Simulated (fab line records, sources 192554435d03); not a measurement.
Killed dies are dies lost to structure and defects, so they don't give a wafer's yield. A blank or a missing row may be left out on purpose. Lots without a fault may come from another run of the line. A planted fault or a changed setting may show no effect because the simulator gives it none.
Chamber matching | flow n5_finfet | N5_BEOL_M7_STRIP_19 on rie_diel-01: 4 sister chambers
The step strips in O2. 8 wafers are shown with their chamber, then 12 later ones without.

WAFERS WITH THEIR CHAMBER
wafer  | chamber | drypump_motor_current_A (A) | showerhead_plenum_p_Torr (Torr)
L076.2 | 1       | 5.9                         | 2.06
L084.5 | 0       | 5.1                         | 2.02
L085.1 | 2       | 5.7                         | 2.16
L085.4 | 1       | 6.0                         | 2.05
L085.6 | 3       | 6.2                         | 2.20
L088.1 | 0       | 5.1                         | 2.02
L088.2 | 3       | 6.2                         | 2.20
L088.4 | 2       | 5.6                         | 2.16

WAFERS WITHOUT THEIR CHAMBER
wafer  | drypump_motor_current_A (A) | showerhead_plenum_p_Torr (Torr)
L092.1 | 5.6                         | 2.16
L092.2 | 5.1                         | 2.01
L092.4 | 6.2                         | 2.20
L094.4 | 6.2                         | 2.20
L094.5 | 5.1                         | 2.01
L094.6 | 6.0                         | 2.05
L093.1 | 5.1                         | 2.01
L093.4 | 5.9                         | 2.05
L093.5 | 5.6                         | 2.16
L097.1 | 5.6                         | 2.16
L097.2 | 6.2                         | 2.20
L097.6 | 5.6                         | 2.16

WHICH CHAMBER EACH WENT THROUGH
wafer  | from the rows above | in truth
L092.1 | 2                   | 2
L092.2 | 0                   | 0
L092.4 | 3                   | 3
L094.4 | 3                   | 3
L094.5 | 0                   | 0
L094.6 | 1                   | 1
L093.1 | 0                   | 0
L093.4 | 1                   | 1
L093.5 | 2                   | 2
L097.1 | 2                   | 2
L097.2 | 3                   | 3
L097.6 | 2                   | 2
Placed correctly: 12 of 12. Can't be placed from these rows: 0. Placed wrongly: 0.
How it was worked out, from the rows above alone: a wafer's distance from a chamber is the root of the sum, over the readings, of the square of ((its reading less the chamber's mean) divided by the reading's scatter). The wafer belongs to the nearest chamber; if the next one is less than 2 further off, it can't be placed. A chamber's mean is the mean of its shown wafers. The scatter: the root of (the sum of the squares of (reading less its chamber's mean) over the shown wafers, divided by (wafers less chambers)).
